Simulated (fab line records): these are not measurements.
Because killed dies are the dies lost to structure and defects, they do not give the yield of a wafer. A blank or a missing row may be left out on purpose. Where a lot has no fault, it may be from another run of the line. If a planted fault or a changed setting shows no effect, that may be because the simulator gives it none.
A struck lot beside a sound one :: flow n5_finfet :: 15 steps out of a route of 1938
Sound: the wafers L802.1, L802.3, L802.5. Struck: wafers L809.2, L809.5. (L809.6 of the same lot was not struck and is left out.) The cause comes at the end.
At each step with rows: each side's tool, then ch and its chambers, then its first start. Under that, the readings that differ: sound wafers :: struck wafers :: difference of the means :: sigmas: that difference in standard deviations of wafers without a fault.
alike: same words and numbers on both sides, and readings whose means sit less than 2 such deviations apart. not compared: any withheld reading, any reading some wafer has no value for, any bound like >300 that may hide the same value, and any number with overlapping values for which the record gives no deviation.
A row with sigmas, a row that says differs or no value, or rows on one side alone: a step with any of these is where the two part. Numbers that have no deviation but don't overlap get no sigmas and don't part them. A reading that every wafer of one side lacks parts them only if that side has two wafers or more.

N5_GATE_CUT_INSPECT_15: inspects for defects (brightfield).
  sound: defect_inspect-01 at day 6 01:12; struck: defect_inspect-01 at day 7 12:07
  alike: raw_defect_count
N5_GATE_CUT_DESCUM_18: chemistry O2, time 7 s.
  sound on rie_diel-02 ch 0,2,3, day 6 01:14; struck on rie_diel-02 ch 3, day 7 12:09
  alike: chamber_pressure_mTorr, drypump_motor_current_A, o2_flow_sccm, oes_product_au, rf_fwd_power_W, rf_vpp_V, showerhead_plenum_p_Torr, throttle_valve_pct
  not compared: rf_hours_counter_h
then, 1 step without rows for these wafers: N5_GATE_CUT_ETCH_28 (etches underlayer in N2/H2, target depth 13 nm, time 10.4 s).
N5_GATE_CUT_ETCH_36: etches SiARC in CF4, target depth 13 nm, time 21.7 s.
  sound on rie_diel-02 ch 0,2,3, day 6 01:17; struck on rie_diel-02 ch 3, day 7 12:13
reading: chamber_pressure_mTorr (mTorr)
sound: 40.00 40.03 40.05
struck: 39.94 39.96
difference: -0.08
sigmas: -2
  alike: bias_w, cf4_flow_sccm, drypump_motor_current_A, etch_rf_on_time_s, oes_product_au, rf_fwd_power_W, rf_vpp_V, showerhead_plenum_p_Torr, throttle_valve_pct
  not compared: rf_hours_counter_h
then, 3 steps without rows for these wafers: N5_GATE_CUT_ETCH_37 (etches SOC in N2/H2, target depth 60 nm, overetch 12 nm, time 90 s); N5_GATE_CUT_STRIP_38 (strips in N2/H2); N5_GATE_CUT_STRIP_39 (strips in N2/H2).
N5_GATE_CUT_HM_OPEN_40: chemistry C4F6/O2, target SiO2, target depth 139 nm, time 85.1 s.
  sound on rie_diel-02 ch 0,2,3, day 6 01:24; struck on rie_diel-02 ch 3, day 7 12:19
reading: bias_w (W)
sound: 184.7 186.0 185.6
struck: 184.3 183.8
difference: -1.4
sigmas: -3
  alike: C4F6_flow_sccm, chamber_pressure_mTorr, drypump_motor_current_A, etch_rf_on_time_s, oes_f_703_au, oes_product_au, rf_fwd_power_W, rf_vpp_V, showerhead_plenum_p_Torr, throttle_valve_pct
  not compared: rf_hours_counter_h
then, 3 steps without rows for these wafers: N5_GATE_CUT_STRIP_41 (strips in CF4); N5_GATE_CUT_STRIP_42 (strips in O2); N5_GATE_CUT_ETCH_19 (etches SiNx in CH3F/O2, target depth 53.7 nm, time 76.7 s).
N5_GATE_CUT_CUT_ETCH_53: etches W in SF6/Cl2, target depth 79.2 nm.
  sound on rie_metal-01 ch 1, day 6 01:38; struck on rie_metal-03 ch 0, day 7 12:32
reading: drypump_motor_current_A (A)
sound: 5.3 5.3 5.3
struck: 6.1 6.2
difference: +0.9
sigmas: +2

reading: throttle_valve_pct (%)
sound: 28.52 28.51 28.52
struck: 29.00 29.02
difference: +0.49
sigmas: +3
  alike: bias_w, chamber_pressure_mTorr, etch_rf_on_time_s, oes_product_au, rf_fwd_power_W
  not compared: rf_hours_counter_h
N5_GATE_CUT_CUT_ETCH_54: etches TiN in Cl2/BCl3, target depth 96.7 nm.
  sound on rie_metal-01 ch 1, day 6 01:41; struck on rie_metal-03 ch 0, day 7 12:36
reading: etch_rf_on_time_s (s)
sound: 36.9 36.8 37.0
struck: 30.8 31.1
difference: -5.9
sigmas: -10

reading: rf_fwd_power_W (W)
sound: 987 987 987
struck: 1211 1214
difference: +226
sigmas: +38

reading: throttle_valve_pct (%)
sound: 21.96 21.94 21.96
struck: 22.31 22.31
difference: +0.36
sigmas: +3
  alike: bias_w, chamber_pressure_mTorr, drypump_motor_current_A, oes_product_au
  not compared: rf_hours_counter_h
N5_GATE_CUT_CUT_ETCH_55: etches HfO2 in BCl3, target depth 3.2 nm.
  sound on rie_metal-01 ch 1, day 6 01:45; struck on rie_metal-03 ch 0, day 7 12:40
reading: rf_fwd_power_W (W)
sound: 444.2 445.0 441.8
struck: 439.9 436.1
difference: -5.7
sigmas: -2

reading: throttle_valve_pct (%)
sound: 32.59 32.57 32.56
struck: 33.15 33.16
difference: +0.58
sigmas: +3
  alike: bias_w, chamber_pressure_mTorr, drypump_motor_current_A, oes_product_au
  not compared: rf_hours_counter_h
-- a jump in the record: the struck wafers' starts before and after are 5 days apart (it breaks off in module GATE_CUT and resumes in module BEOL_M4, where the first step shown is number 1111 of the route) --
N5_BEOL_M4_RC_MEAS_101:
  sound on prober-02 ch 0, day 10 15:21; struck on prober-01 ch 0, day 12 05:35
  alike: DIBL_N, DIBL_P, IOFF_N, IOFF_P, ION_N, ION_P, SS_N, SS_P, VT_N, VT_P

## WHERE THEY PART
Earliest at N5_GATE_CUT_ETCH_36; latest, in this record, at N5_GATE_CUT_CUT_ETCH_55. Later steps at which nothing parts them and some readings are alike: N5_BEOL_M4_RC_MEAS_101.

WHY: what the simulator had put in
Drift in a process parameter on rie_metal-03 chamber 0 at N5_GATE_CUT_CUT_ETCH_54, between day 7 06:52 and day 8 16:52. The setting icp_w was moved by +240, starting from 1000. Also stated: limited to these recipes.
